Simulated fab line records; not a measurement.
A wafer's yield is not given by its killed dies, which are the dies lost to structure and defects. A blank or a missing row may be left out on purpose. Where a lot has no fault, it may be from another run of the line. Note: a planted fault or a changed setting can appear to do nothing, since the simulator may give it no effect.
Split-lot study :: flow n5Finfet :: 21 wafers read from 7 lots, route of 1938 steps

== ON THE SPLIT ==
At N5_BEOL_M6_EXPOSE_25 (exposes mask V5, target cd 40 nm), the setting doseMj was moved away from the recipe's 45 on 7 of the 21 wafers read, by -4.2% to +6.9%. All remaining wafers had this setting at the recipe value.

== FROM THE SPLIT TO THE READING: what the file shows between them, 2 steps ==
- N5_BEOL_M6_PEB_26: peb time 60 s
- N5_BEOL_M6_DEVELOP_27: develop time 30 s

== THE READING ==
cdNm, in nm, at N5_BEOL_M6_CD_MEAS_28 (target cd 40 nm). A value of 40.01 nm with a standard deviation of 0.23 nm is what fault-free wafers of this fab line usually give.

wafer: L080.2
tool, chamber at the split: euvScanner-02, 0
doseMj as run: 45
against the recipe: recipe
cdNm, nm: 40.22
against lot-mates on the recipe: -

wafer: L080.3
tool, chamber at the split: euvScanner-02, 0
doseMj as run: 47.39
against the recipe: +5.3%
cdNm, nm: 41.93
against lot-mates on the recipe: +1.73

wafer: L080.4
tool, chamber at the split: euvScanner-02, 0
doseMj as run: 45
against the recipe: recipe
cdNm, nm: 40.18
against lot-mates on the recipe: -

wafer: L081.1
tool, chamber at the split: euvScanner-02, 0
doseMj as run: 45
against the recipe: recipe
cdNm, nm: 39.71
against lot-mates on the recipe: -

wafer: L081.4
tool, chamber at the split: euvScanner-02, 0
doseMj as run: 43.8
against the recipe: -2.7%
cdNm, nm: 39.30
against lot-mates on the recipe: -0.59

wafer: L081.5
tool, chamber at the split: euvScanner-02, 0
doseMj as run: 45
against the recipe: recipe
cdNm, nm: 40.08
against lot-mates on the recipe: -

wafer: L085.1
tool, chamber at the split: euvScanner-01, 0
doseMj as run: 45
against the recipe: recipe
cdNm, nm: 39.79
against lot-mates on the recipe: -

wafer: L085.2
tool, chamber at the split: euvScanner-01, 0
doseMj as run: 45
against the recipe: recipe
cdNm, nm: 40.22
against lot-mates on the recipe: -

wafer: L085.5
tool, chamber at the split: euvScanner-01, 0
doseMj as run: 45
against the recipe: recipe
cdNm, nm: 39.91
against lot-mates on the recipe: -

wafer: L086.2
tool, chamber at the split: euvScanner-01, 0
doseMj as run: 45
against the recipe: recipe
cdNm, nm: 39.84
against lot-mates on the recipe: -

wafer: L086.4
tool, chamber at the split: euvScanner-01, 0
doseMj as run: 48.09
against the recipe: +6.9%
cdNm, nm: 41.58
against lot-mates on the recipe: +1.84

wafer: L086.6
tool, chamber at the split: euvScanner-01, 0
doseMj as run: 45
against the recipe: recipe
cdNm, nm: 39.63
against lot-mates on the recipe: -

wafer: L089.3
tool, chamber at the split: euvScanner-01, 0
doseMj as run: 43.09
against the recipe: -4.2%
cdNm, nm: 39.21
against lot-mates on the recipe: -0.73

wafer: L089.4
tool, chamber at the split: euvScanner-01, 0
doseMj as run: 45
against the recipe: recipe
cdNm, nm: 39.99
against lot-mates on the recipe: -

wafer: L089.6
tool, chamber at the split: euvScanner-01, 0
doseMj as run: 45
against the recipe: recipe
cdNm, nm: 39.88
against lot-mates on the recipe: -

wafer: L088.3
tool, chamber at the split: euvScanner-01, 0
doseMj as run: 45
against the recipe: recipe
cdNm, nm: 39.98
against lot-mates on the recipe: -

wafer: L088.4
tool, chamber at the split: euvScanner-01, 0
doseMj as run: 46.42
against the recipe: +3.2%
cdNm, nm: 40.42
against lot-mates on the recipe: +0.39

wafer: L088.5
tool, chamber at the split: euvScanner-01, 0
doseMj as run: 45
against the recipe: recipe
cdNm, nm: 40.09
against lot-mates on the recipe: -

wafer: L097.1
tool, chamber at the split: euvScanner-02, 0
doseMj as run: 45
against the recipe: recipe
cdNm, nm: 40.36
against lot-mates on the recipe: -

wafer: L097.3
tool, chamber at the split: euvScanner-02, 0
doseMj as run: 47.29
against the recipe: +5.1%
cdNm, nm: 40.99
against lot-mates on the recipe: +0.63

wafer: L097.6
tool, chamber at the split: euvScanner-02, 0
doseMj as run: 47.29
against the recipe: +5.1%
cdNm, nm: 41.15
against lot-mates on the recipe: +0.79

FIT RESULTS
A straight line over all 21 wafers: cdNm changes by +0.237 nm for each +1% of doseMj; r = +0.93; the points scatter about the line by 0.26 nm.
The same after taking each lot's own level away (the mean of its wafers on the recipe; 21 wafers): +0.215 nm for each +1%; r = +0.93; scatter 0.24 nm.
On that fit, the largest move of doseMj shifts the reading by 1.5 nm.
Across the lots, their own levels run from 39.735 to 40.360 nm, a range of 2.7 times the standard deviation given above.
In other words, the slope is changed by the lot-to-lot level; the two fits disagree.
Check: +1.33 nm against its lot-mates is what the line predicts for one of the wafers moved furthest among these (+6.9%) when that wafer is left out of the fit. Against them it came out at +1.84 nm.

== OTHER SPLITS APPLIED TO THESE WAFERS ==
Other splits were also applied to these wafers ahead of the reading. Each is held against what the fit with the lots' levels taken away leaves over:
other split on the same wafers: N5_BEOL_M4_EXPOSE_08 doseMj
wafers away from the commonest value: 4
r with cdNm (lot level and that fit taken away): +0.26

other split on the same wafers: N5_BEOL_M6_HM_DEP_02 targetThkA
wafers away from the commonest value: 6
r with cdNm (lot level and that fit taken away): +0.27

== THE WHOLE CHAIN: every reading that the file lists as answering this split, in the file's order ==
step: N5_BEOL_M6_CD_MEAS_28
what it does: target cd 40 nm
reading: cdNm
change (the file's fit): +0.23 nm for each +1% of the setting
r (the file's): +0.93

step: N5_BEOL_M6_DESCUM_33
what it does: chemistry O2, time 7 s
reading: BEOL_M6.cdNm (the simulator's own value, which no gauge read)
change (the file's fit): +0.237 nm for each +1% of the setting
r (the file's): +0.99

step: N5_BEOL_M6_ETCH_72
what it does: etches underlayer in N2/H2, target depth 6.5 nm, time 5.2 s
reading: BEOL_M6.cdNm (the simulator's own value, which no gauge read)
change (the file's fit): +0.235 nm for each +1% of the setting
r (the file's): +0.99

step: N5_BEOL_M6_ETCH_66
what it does: etches SOC in N2/H2, target depth 80 nm, overetch 16 nm, time 120 s
reading: BEOL_M6.cdNm (the simulator's own value, which no gauge read)
change (the file's fit): +0.217 nm for each +1% of the setting
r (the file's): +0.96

== FILE'S OWN FIT ==
cdNm changes by +0.23 nm for each +1% of doseMj, r = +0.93.
